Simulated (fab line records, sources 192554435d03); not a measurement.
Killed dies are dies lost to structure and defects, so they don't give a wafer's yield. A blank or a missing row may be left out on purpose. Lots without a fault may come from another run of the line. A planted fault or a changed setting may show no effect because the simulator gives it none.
Problem report in the 8D (eight disciplines) form, filled by code | flow n5_finfet | the parts of the form that need people (team, actions taken, sign-off) are left out

1. THE PROBLEM
spin_speed_rpm at N5_SD_EPI_N_COAT_33 reads a mean of 1435.9 rpm on 6 wafers of 2 lots; wafers without a fault read 1500.0 rpm with a standard deviation of 0.92. That is -70 standard deviations from the usual mean.
The step: time 60 s, resist thk 35 nm.
First seen on wafer L544.4, day 5 20:37, on litho_track-05. The record holds 30 wafers of 10 lots with a number at this step. Rule for "out", or "out of limits": more than 4 standard deviations from the usual mean. The other wafers with a number count as sound.

2. WHAT IT IS AND WHAT IT IS NOT
question                    | is                     | is not
which readings at this step | spin_speed_rpm         | exhaust_pa
which lots                  | L544, L545             | L533, L538, L540, L546, L547, L548, L555, L556
which wafers of those lots  | all that have a number | -
read on which tools         | litho_track-05         | litho_track-03, litho_track-04
when                        | from day 5 20:37       | up to then (9 sound wafers); but 15 sound wafers of L546, L547, L548, L555, L556 came after

3. SUSPECTS, AND WHAT RULES EACH OUT
Counting: a tool at a process step up to the reading stays a suspect if it ran every lot that is out and no sound lot after the first of them.
- litho_track-05 at N5_SD_EPI_N_COAT_33 (time 60 s, resist thk 35 nm): ruled out as a lasting fault. Sound lots L556 ran on it after its first lot that is out, L544 (day 5 20:37).
Left after counting: nothing in the record.

4. THE CAUSE (what the simulator had put in)
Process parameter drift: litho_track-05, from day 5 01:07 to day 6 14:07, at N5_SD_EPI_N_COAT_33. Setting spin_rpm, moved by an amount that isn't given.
Counting ruled it out, wrongly.

5. THE CHAIN OF EFFECTS, in route order
Each row: a reading whose mean over the struck wafers that have a number lies more than 3 standard deviations from the usual. Only readings for which the record gives a usual standard deviation are gone through. hours: the time from each lot's start at the first step in this table that gives one to its start at this step, as a median over the lots. sigmas: the change in usual standard deviations.
hours | step                | reading        | usual      | on struck wafers | change | sigmas
0     | N5_SD_EPI_N_COAT_33 | spin_speed_rpm | 1500.0 rpm | 1435.9           | -64.1  | -70
The process steps in it:
- N5_SD_EPI_N_COAT_33: time 60 s, resist thk 35 nm.
Later measuring or inspecting steps at which every struck wafer that the step has a row for has a number for every such reading, and none has moved that far: N5_BEOL_M4_RC_MEAS_101.

6. WHAT WOULD HAVE CAUGHT IT SOONER
In this record the first reading out of limits was taken at day 5 20:37, 20 hours after the fault began at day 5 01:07.
